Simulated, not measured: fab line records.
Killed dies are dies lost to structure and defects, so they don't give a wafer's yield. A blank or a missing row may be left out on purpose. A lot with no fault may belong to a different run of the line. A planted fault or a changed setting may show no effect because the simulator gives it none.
Chamber matching | flow n5 finfet | rie si-01 running N5_FIN_CUT_CUT_ETCH_15: 4 sister chambers
The step etches Si in HBr/Cl2/O2, target depth 100 nm, bt time 10 s, time 42.4 s. 4 wafers are shown with their chamber, then 7 later ones without.

## EACH WAFER AND ITS CHAMBER
wafer  | chamber | drypump motor current A (A)
L088.2 | 2       | 5.8
L088.5 | 1       | 5.6
L089.1 | 0       | 5.0
L089.2 | 3       | 5.9

## WAFERS WITHOUT THEIR CHAMBER
wafer  | drypump motor current A (A)
L089.4 | 5.8
L092.2 | 5.0
L092.4 | 5.9
L092.6 | 5.7
L093.2 | 5.0
L093.5 | 5.6
L093.6 | 5.0

## WHICH CHAMBER EACH ONE RAN IN
wafer  | from the rows above     | in truth
L089.4 | 2                       | 2
L092.2 | 0                       | 0
L092.4 | 3                       | 3
L092.6 | can't be placed: 2 or 1 | 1
L093.2 | 0                       | 0
L093.5 | 1                       | 1
L093.6 | 0                       | 0
Placed correctly: 6 of 7. Not placeable from these rows: 1 (in 1, the candidates include the true chamber). 0 placed wrongly.
How it was worked out, from the rows above alone: a wafer's distance from a chamber is the root of the sum, over the readings, of the square of ((its reading less the chamber's mean) divided by the reading's scatter). The wafer belongs to the nearest chamber; if the next one is less than 2 further off, it can't be placed. For every chamber, the mean is computed from those of its wafers that are shown. The scatter: with one shown wafer a chamber, the root of the mean of the squares of how far each hidden wafer lies from its nearest shown one.
